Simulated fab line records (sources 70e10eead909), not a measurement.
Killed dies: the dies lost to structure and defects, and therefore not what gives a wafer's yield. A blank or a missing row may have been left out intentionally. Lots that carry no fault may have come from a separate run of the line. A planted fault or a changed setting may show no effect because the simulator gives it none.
Which tool is to blame? ; flow nand-harc ; 24 lots with 72 wafers sampled at 6 steps, on a route of 1302 steps

== WHAT EACH GAUGE READ, for each wafer ==
Not one reading of a measure or inspect step in the record can be checked against a usual standard deviation.

== WHAT TOOL EACH LOT RAN ON (gives the tool, then ch and the chambers of the sampled wafers, and finally the start) ==
lot;NHARC_A_STAIRCASE_ETCH_15;NHARC_A_STAIRCASE_ETCH_25;NHARC_A_STAIRCASE_TRIM_26;NHARC_A_STAIRCASE_ETCH_188;NHARC_A_STAIRCASE_ETCH_192;NHARC_A_STAIRCASE_TRIM_196
L074;rie-diel-04 ch 0,1,2, day 15 21:27 or earlier;rie-diel-04 ch 1,2, day 15 21:27 or earlier;rie-diel-04 ch 0,1, day 15 21:27 or earlier;rie-diel-05 ch 1,2, day 15 21:27 or earlier;rie-diel-05 ch 1,2,3, day 15 21:27 or earlier;rie-diel-05 ch 1,2,3, day 15 21:27
L075;rie-diel-01 ch 0,1,3, day 15 21:45 or earlier;rie-diel-01 ch 0,2,3, day 15 21:45 or earlier;rie-diel-01 ch 0,2, day 15 21:45 or earlier;rie-diel-05 ch 1,2,3, day 15 21:45 or earlier;rie-diel-05 ch 0,2, day 15 21:45 or earlier;rie-diel-01 ch 0,1,3, day 15 21:45
L076;rie-diel-01 ch 1,3, day 16 21:03 or earlier;rie-diel-01 ch 0,1,3, day 16 21:03 or earlier;rie-diel-01 ch 0,1,3, day 16 21:03 or earlier;rie-diel-05 ch 0,3, day 16 21:03 or earlier;rie-diel-05 ch 0,2,3, day 16 21:03 or earlier;rie-diel-01 ch 0,1,2, day 16 21:03
L077;rie-diel-05 ch 0,1,3, day 16 22:23 or earlier;rie-diel-01 ch 0,1,2, day 16 22:23 or earlier;rie-diel-01 ch 1,2,3, day 16 22:23 or earlier;rie-diel-04 ch 0,2,3, day 16 22:23 or earlier;rie-diel-04 ch 0,1,3, day 16 22:23 or earlier;rie-diel-04 ch 1,2,3, day 16 22:23
L078;rie-diel-04 ch 0,1,3, day 17 05:56 or earlier;rie-diel-05 ch 0,2,3, day 17 05:56 or earlier;rie-diel-05 ch 0,2,3, day 17 05:56 or earlier;rie-diel-05 ch 0,1,2, day 17 05:56 or earlier;rie-diel-05 ch 0,2,3, day 17 05:56 or earlier;rie-diel-05 ch 0,1,3, day 17 05:56
L081;rie-diel-01 ch 2,3, day 18 12:29 or earlier;rie-diel-01 ch 0,1,2, day 18 12:29 or earlier;rie-diel-01 ch 1,2,3, day 18 12:29 or earlier;rie-diel-01 ch 0,3, day 18 12:29 or earlier;rie-diel-01 ch 0,1,3, day 18 12:29 or earlier;rie-diel-05 ch 1,2,3, day 18 12:29
L080;rie-diel-04 ch 0,1,3, day 18 13:02 or earlier;rie-diel-05 ch 0,3, day 18 13:02 or earlier;rie-diel-05 ch 0,1,3, day 18 13:02 or earlier;rie-diel-01 ch 1,3, day 18 13:02 or earlier;rie-diel-01 ch 0,1,3, day 18 13:02 or earlier;rie-diel-04 ch 1,3, day 18 13:02
L079;rie-diel-05 ch 2,3, day 18 18:51 or earlier;rie-diel-05 ch 0,2, day 18 18:51 or earlier;rie-diel-05 ch 0,2, day 18 18:51 or earlier;rie-diel-05 ch 2,3, day 18 18:51 or earlier;rie-diel-05 ch 0,1,2, day 18 18:51 or earlier;rie-diel-05 ch 2,3, day 18 18:51
L082;rie-diel-05 ch 2,3, day 19 21:31 or earlier;rie-diel-05 ch 0,1, day 19 21:31 or earlier;rie-diel-05 ch 0,3, day 19 21:31 or earlier;rie-diel-01 ch 1,2,3, day 19 21:31 or earlier;rie-diel-01 ch 1,2,3, day 19 21:31 or earlier;rie-diel-04 ch 0,3, day 19 21:31
L083;rie-diel-01 ch 0,1, day 19 21:43 or earlier;rie-diel-01 ch 0,2,3, day 19 21:43 or earlier;rie-diel-01 ch 0,1,3, day 19 21:43 or earlier;rie-diel-01 ch 1,2,3, day 19 21:43 or earlier;rie-diel-01 ch 1,2, day 19 21:43 or earlier;rie-diel-01 ch 1,2, day 19 21:43
L085;rie-diel-01 ch 2,3, day 20 07:25 or earlier;rie-diel-04 ch 0,1,3, day 20 07:25 or earlier;rie-diel-04 ch 0,1, day 20 07:25 or earlier;rie-diel-01 ch 0,1,3, day 20 07:25 or earlier;rie-diel-01 ch 0,1,2, day 20 07:25 or earlier;rie-diel-01 ch 0,3, day 20 07:25
L084;rie-diel-04 ch 0,1, day 20 07:35 or earlier;rie-diel-04 ch 1,3, day 20 07:35 or earlier;rie-diel-04 ch 0,2, day 20 07:35 or earlier;rie-diel-05 ch 0,1,3, day 20 07:35 or earlier;rie-diel-05 ch 2,3, day 20 07:35 or earlier;rie-diel-05 ch 0,1,3, day 20 07:35
L086;rie-diel-01 ch 0,1,3, day 20 17:22 or earlier;rie-diel-04 ch 1,2, day 20 17:22 or earlier;rie-diel-04 ch 0,3, day 20 17:22 or earlier;rie-diel-01 ch 0,1, day 20 17:22 or earlier;rie-diel-01 ch 2,3, day 20 17:22 or earlier;rie-diel-04 ch 0,3, day 20 17:22
L088;rie-diel-01 ch 1,2,3, day 21 16:29 or earlier;rie-diel-01 ch 1,2,3, day 21 16:29 or earlier;rie-diel-01 ch 0,1,3, day 21 16:29 or earlier;rie-diel-01 ch 0,2,3, day 21 16:29 or earlier;rie-diel-01 ch 0,1,3, day 21 16:29 or earlier;rie-diel-05 ch 0,2,3, day 21 16:29
L087;rie-diel-01 ch 0,1,2, day 21 17:02 or earlier;rie-diel-05 ch 2,3, day 21 17:02 or earlier;rie-diel-05 ch 0,2,3, day 21 17:02 or earlier;rie-diel-04 ch 2,3, day 21 17:02 or earlier;rie-diel-04 ch 0,2, day 21 17:02 or earlier;rie-diel-04 ch 1,3, day 21 17:02
L089;rie-diel-04 ch 2,3, day 21 19:02 or earlier;rie-diel-05 ch 0,1,3, day 21 19:02 or earlier;rie-diel-05 ch 2,3, day 21 19:02 or earlier;rie-diel-05 ch 2,3, day 21 19:02 or earlier;rie-diel-05 ch 2,3, day 21 19:02 or earlier;rie-diel-05 ch 0,1,3, day 21 19:02
L090;rie-diel-04 ch 0,2,3, day 22 10:19 or earlier;rie-diel-01 ch 0,3, day 22 10:19 or earlier;rie-diel-01 ch 2,3, day 22 10:19 or earlier;rie-diel-01 ch 0,2,3, day 22 10:19 or earlier;rie-diel-01 ch 0,2,3, day 22 10:19 or earlier;rie-diel-04 ch 1,2, day 22 10:19
L091;rie-diel-01 ch 0,2, day 22 22:28 or earlier;rie-diel-04 ch 0,1, day 22 22:28 or earlier;rie-diel-04 ch 0,3, day 22 22:28 or earlier;rie-diel-05 ch 0,2,3, day 22 22:28 or earlier;rie-diel-05 ch 0,1,2, day 22 22:28 or earlier;rie-diel-04 ch 0,3, day 22 22:28
L093;rie-diel-01 ch 1,2, day 23 16:34 or earlier;rie-diel-01 ch 1,2, day 23 16:34 or earlier;rie-diel-01 ch 0,2,3, day 23 16:34 or earlier;rie-diel-05 ch 1,2,3, day 23 16:34 or earlier;rie-diel-05 ch 1,3, day 23 16:34 or earlier;rie-diel-05 ch 1,2,3, day 23 16:34
L092;rie-diel-04 ch 0,3, day 23 20:58 or earlier;rie-diel-01 ch 0,2,3, day 23 20:58 or earlier;rie-diel-01 ch 0,2, day 23 20:58 or earlier;rie-diel-01 ch 0,2,3, day 23 20:58 or earlier;rie-diel-01 ch 0,3, day 23 20:58 or earlier;rie-diel-04 ch 0,2, day 23 20:58
L094;rie-diel-04 ch 0,1,3, day 24 04:02 or earlier;rie-diel-05 ch 0,1,3, day 24 04:02 or earlier;rie-diel-05 ch 1,3, day 24 04:02 or earlier;rie-diel-01 ch 0,1,3, day 24 04:02 or earlier;rie-diel-01 ch 0,1,3, day 24 04:02 or earlier;rie-diel-04 ch 0,2, day 24 04:02
L095;rie-diel-01 ch 2,3, day 25 04:15 or earlier;rie-diel-04 ch 0,1,2, day 25 04:15 or earlier;rie-diel-04 ch 0,1,3, day 25 04:15 or earlier;rie-diel-01 ch 1,2,3, day 25 04:15 or earlier;rie-diel-01 ch 0,2,3, day 25 04:15 or earlier;rie-diel-01 ch 1,2,3, day 25 04:15
L096;rie-diel-04 ch 0,1, day 25 06:58 or earlier;rie-diel-05 ch 1,3, day 25 06:58 or earlier;rie-diel-05 ch 0,1,3, day 25 06:58 or earlier;rie-diel-05 ch 2,3, day 25 06:58 or earlier;rie-diel-05 ch 0,2, day 25 06:58 or earlier;rie-diel-05 ch 0,2, day 25 06:58
L097;rie-diel-04 ch 0,2,3, day 25 17:10 or earlier;rie-diel-01 ch 0,2, day 25 17:10 or earlier;rie-diel-01 ch 0,2,3, day 25 17:10 or earlier;rie-diel-01 ch 0,2,3, day 25 17:10 or earlier;rie-diel-01 ch 0,2,3, day 25 17:10 or earlier;rie-diel-01 ch 0,3, day 25 17:10
- NHARC_A_STAIRCASE_ETCH_15: etches the open film in C4F8/O2, target depth 100 nm, time 40.5 s.
- NHARC_A_STAIRCASE_ETCH_25: etches the open film in C4F8/O2, target depth 100 nm, time 40.5 s.
- NHARC_A_STAIRCASE_TRIM_26: chemistry O2, time 211.2 s.
- NHARC_A_STAIRCASE_ETCH_188: etches the open film in C4F8/O2, target depth 100 nm, time 40.5 s.
- NHARC_A_STAIRCASE_ETCH_192: etches the open film in C4F8/O2, target depth 100 nm, time 40.5 s.
- NHARC_A_STAIRCASE_TRIM_196: chemistry O2, time 211.2 s.

== WHAT THE TOOLS THEMSELVES READ (means of the sampled wafers that have a number; where no wafer has one, the mark that the record gives instead) ==
NHARC_A_STAIRCASE_ETCH_15. Usual: oes-product-au 0.943 a.u., standard deviation 0.013; rf-vpp-V 895 V, standard deviation 4.7.
lot;tool;oes-product-au (a.u.);rf-vpp-V (V);flag
L074;rie-diel-04;0.940;895;
L075;rie-diel-01;0.945;893;
L076;rie-diel-01;0.948;895;
L077;rie-diel-05;0.946;895;
L078;rie-diel-04;0.932;897;
L081;rie-diel-01;0.939;895;
L080;rie-diel-04;0.933;898;
L079;rie-diel-05;0.943;891;
L082;rie-diel-05;0.925;891;
L083;rie-diel-01;0.938;891;
L085;rie-diel-01;0.949;894;
L084;rie-diel-04;0.943;893;
L086;rie-diel-01;0.956;893;
L088;rie-diel-01;0.941;894;
L087;rie-diel-01;0.945;892;
L089;rie-diel-04;0.930;902;
L090;rie-diel-04;0.939;897;
L091;rie-diel-01;0.936;891;
L093;rie-diel-01;0.953;894;
L092;rie-diel-04;0.946;900;
L094;rie-diel-04;0.942;896;
L095;rie-diel-01;0.940;894;
L096;rie-diel-04;0.965;892;
L097;rie-diel-04;0.937;898;

NHARC_A_STAIRCASE_ETCH_25. Usual: oes-product-au 0.944 a.u., standard deviation 0.011; rf-vpp-V 894 V, standard deviation 4.5.
lot;tool;oes-product-au (a.u.);rf-vpp-V (V);flag
L074;rie-diel-04;0.941;897;
L075;rie-diel-01;0.951;893;
L076;rie-diel-01;0.928;893;
L077;rie-diel-01;0.936;893;
L078;rie-diel-05;0.935;893;
L081;rie-diel-01;0.949;892;
L080;rie-diel-05;0.945;896;
L079;rie-diel-05;0.943;888;
L082;rie-diel-05;0.942;896;
L083;rie-diel-01;0.950;892;
L085;rie-diel-04;0.929;896;
L084;rie-diel-04;0.932;901;
L086;rie-diel-04;0.956;894;
L088;rie-diel-01;0.956;894;
L087;rie-diel-05;0.948;890;
L089;rie-diel-05;0.944;895;
L090;rie-diel-01;0.950;891;
L091;rie-diel-04;0.954;892;
L093;rie-diel-01;0.941;893;
L092;rie-diel-01;0.942;891;
L094;rie-diel-05;0.947;895;
L095;rie-diel-04;0.956;894;
L096;rie-diel-05;0.932;898;
L097;rie-diel-01;0.935;889;

NHARC_A_STAIRCASE_TRIM_26. Usual: drypump-motor-current-A 5.9 A, standard deviation 0.53; mfc-ar-sccm 0.008 sccm, standard deviation 0.012; oes-product-au 0.997 a.u., standard deviation 0.011; rf-vpp-V 57.6 V, standard deviation 0.8; showerhead-plenum-p-Torr 3.47 Torr, standard deviation 0.13; throttle-valve-pct 17.037 %, standard deviation 0.0085.
lot;tool;drypump-motor-current-A (A);mfc-ar-sccm (sccm);oes-product-au (a.u.);rf-vpp-V (V);showerhead-plenum-p-Torr (Torr);throttle-valve-pct (%);flag
L074;rie-diel-04;5.6;0.007;0.997;57.9;3.46;17.053;
L075;rie-diel-01;6.5;0.002;0.987;57.9;3.38;17.045;
L076;rie-diel-01;6.4;0.001;1.003;58.0;3.44;17.045;
L077;rie-diel-01;6.2;0.000;1.001;57.5;3.49;17.040;
L078;rie-diel-05;5.7;0.011;0.994;56.4;3.42;17.033;
L081;rie-diel-01;6.2;0.000;1.002;57.4;3.48;17.039;
L080;rie-diel-05;5.4;0.011;0.985;58.2;3.52;17.037;
L079;rie-diel-05;5.9;0.023;0.997;56.8;3.32;17.042;
L082;rie-diel-05;5.5;0.000;0.994;57.9;3.52;17.031;
L083;rie-diel-01;6.4;0.001;0.999;57.6;3.43;17.039;
L085;rie-diel-04;5.6;0.007;0.997;58.1;3.44;17.034;
L084;rie-diel-04;5.4;0.019;0.991;57.2;3.49;17.037;
L086;rie-diel-04;5.9;0.015;0.982;57.2;3.56;17.036;
L088;rie-diel-01;6.4;0.001;1.004;57.8;3.43;17.042;
L087;rie-diel-05;5.7;0.011;1.001;56.9;3.40;17.037;
L089;rie-diel-05;5.6;0.023;0.996;57.7;3.39;17.047;
L090;rie-diel-01;6.2;0.000;0.998;57.6;3.46;17.043;
L091;rie-diel-04;6.2;0.011;0.981;58.1;3.67;17.032;
L093;rie-diel-01;6.4;0.001;1.002;57.3;3.41;17.034;
L092;rie-diel-01;6.4;0.001;0.995;57.3;3.40;17.042;
L094;rie-diel-05;5.1;0.011;0.987;57.8;3.58;17.035;
L095;rie-diel-04;5.9;0.009;1.001;57.2;3.54;17.031;
L096;rie-diel-05;5.4;0.011;0.995;57.8;3.49;17.032;
L097;rie-diel-01;6.4;0.001;0.998;56.7;3.40;17.035;

NHARC_A_STAIRCASE_ETCH_188. Usual: oes-product-au 0.938 a.u., standard deviation 0.013; rf-vpp-V 893 V, standard deviation 4.4.
lot;tool;oes-product-au (a.u.);rf-vpp-V (V);flag
L074;rie-diel-05;0.939;895;
L075;rie-diel-05;0.947;895;
L076;rie-diel-05;0.936;893;
L077;rie-diel-04;0.945;898;
L078;rie-diel-05;0.922;892;
L081;rie-diel-01;0.936;893;
L080;rie-diel-01;0.930;895;
L079;rie-diel-05;0.922;891;
L082;rie-diel-01;0.940;894;
L083;rie-diel-01;0.929;894;
L085;rie-diel-01;0.951;893;
L084;rie-diel-05;0.956;895;
L086;rie-diel-01;0.942;891;
L088;rie-diel-01;0.948;892;
L087;rie-diel-04;0.931;901;
L089;rie-diel-05;0.924;895;
L090;rie-diel-01;0.937;892;
L091;rie-diel-05;0.933;891;
L093;rie-diel-05;0.918;894;
L092;rie-diel-01;0.939;892;
L094;rie-diel-01;0.956;891;
L095;rie-diel-01;0.942;893;
L096;rie-diel-05;0.934;895;
L097;rie-diel-01;0.934;892;

NHARC_A_STAIRCASE_ETCH_192. Usual: oes-product-au 0.944 a.u., standard deviation 0.012; rf-vpp-V 893 V, standard deviation 4.6.
lot;tool;oes-product-au (a.u.);rf-vpp-V (V);flag
L074;rie-diel-05;0.952;895;
L075;rie-diel-05;0.942;889;
L076;rie-diel-05;0.956;892;
L077;rie-diel-04;0.943;897;
L078;rie-diel-05;0.937;892;
L081;rie-diel-01;0.939;893;
L080;rie-diel-01;0.946;893;
L079;rie-diel-05;0.952;892;
L082;rie-diel-01;0.945;894;
L083;rie-diel-01;0.942;895;
L085;rie-diel-01;0.955;893;
L084;rie-diel-05;0.943;892;
L086;rie-diel-01;0.949;894;
L088;rie-diel-01;0.939;892;
L087;rie-diel-04;0.926;894;
L089;rie-diel-05;0.950;895;
L090;rie-diel-01;0.944;893;
L091;rie-diel-05;0.947;891;
L093;rie-diel-05;0.933;898;
L092;rie-diel-01;0.944;890;
L094;rie-diel-01;0.957;891;
L095;rie-diel-01;0.955;892;
L096;rie-diel-05;0.942;887;
L097;rie-diel-01;0.929;890;

NHARC_A_STAIRCASE_TRIM_196. Usual: drypump-motor-current-A 5.8 A, standard deviation 0.54; mfc-ar-sccm 0.010 sccm, standard deviation 0.013; oes-product-au 0.998 a.u., standard deviation 0.012; rf-vpp-V 57.6 V, standard deviation 0.95; showerhead-plenum-p-Torr 3.49 Torr, standard deviation 0.14; throttle-valve-pct 17.036 %, standard deviation 0.0097.
lot;tool;drypump-motor-current-A (A);mfc-ar-sccm (sccm);oes-product-au (a.u.);rf-vpp-V (V);showerhead-plenum-p-Torr (Torr);throttle-valve-pct (%);flag
L074;rie-diel-05;5.3;0.022;1.005;58.0;3.52;17.025;
L075;rie-diel-01;6.4;0.001;0.997;57.0;3.44;17.044;
L076;rie-diel-01;6.3;0.001;1.000;58.0;3.44;17.039;
L077;rie-diel-04;5.8;0.008;1.001;58.5;3.61;17.032;
L078;rie-diel-05;5.4;0.011;0.997;58.2;3.53;17.038;
L081;rie-diel-05;5.3;0.022;0.982;57.1;3.51;17.037;
L080;rie-diel-04;6.2;0.004;0.993;57.3;3.68;17.044;
L079;rie-diel-05;5.4;0.011;0.988;56.8;3.51;17.029;
L082;rie-diel-04;6.2;0.011;0.977;57.7;3.68;17.034;
L083;rie-diel-01;6.1;0.000;1.001;57.8;3.49;17.036;
L085;rie-diel-01;6.6;0.002;1.004;57.4;3.37;17.034;
L084;rie-diel-05;5.4;0.011;1.000;58.2;3.52;17.036;
L086;rie-diel-04;5.9;0.015;0.982;57.7;3.56;17.043;
L088;rie-diel-05;5.7;0.011;0.998;56.6;3.40;17.047;
L087;rie-diel-04;6.3;0.004;0.982;58.3;3.66;17.030;
L089;rie-diel-05;5.4;0.011;0.997;58.7;3.51;17.044;
L090;rie-diel-04;5.4;0.011;1.009;57.7;3.52;17.033;
L091;rie-diel-04;6.2;0.011;0.987;57.8;3.67;17.037;
L093;rie-diel-05;5.3;0.022;1.000;57.5;3.48;17.036;
L092;rie-diel-04;5.3;0.018;1.009;57.0;3.52;17.035;
L094;rie-diel-04;5.3;0.018;1.006;56.9;3.52;17.023;
L095;rie-diel-01;6.2;0.000;1.006;57.5;3.47;17.034;
L096;rie-diel-05;5.9;0.011;0.997;56.2;3.30;17.036;
L097;rie-diel-01;6.5;0.001;1.006;57.6;3.41;17.047;

== THE ANSWER, worked out from the rows above alone ==
Rule: take the mean of a lot's wafers that have a number; if it is more than 3 standard deviations from the usual mean, the lot is off. Also off: a lot with no number at a reading for which 4 or more lots have one. Any other lot the step has rows for is counted as sound. After the gauges, taken in route order, come the tools' own readings; for these a lot's mean is taken, as printed above. The first step at which some lot is off is used, and at that step the reading that is off furthest; a lot without a number counts as furthest.
No lot is off on any of the readings shown, so nothing can be concluded from this.

== WHAT HAD BEEN PUT IN BY THE SIMULATOR ==
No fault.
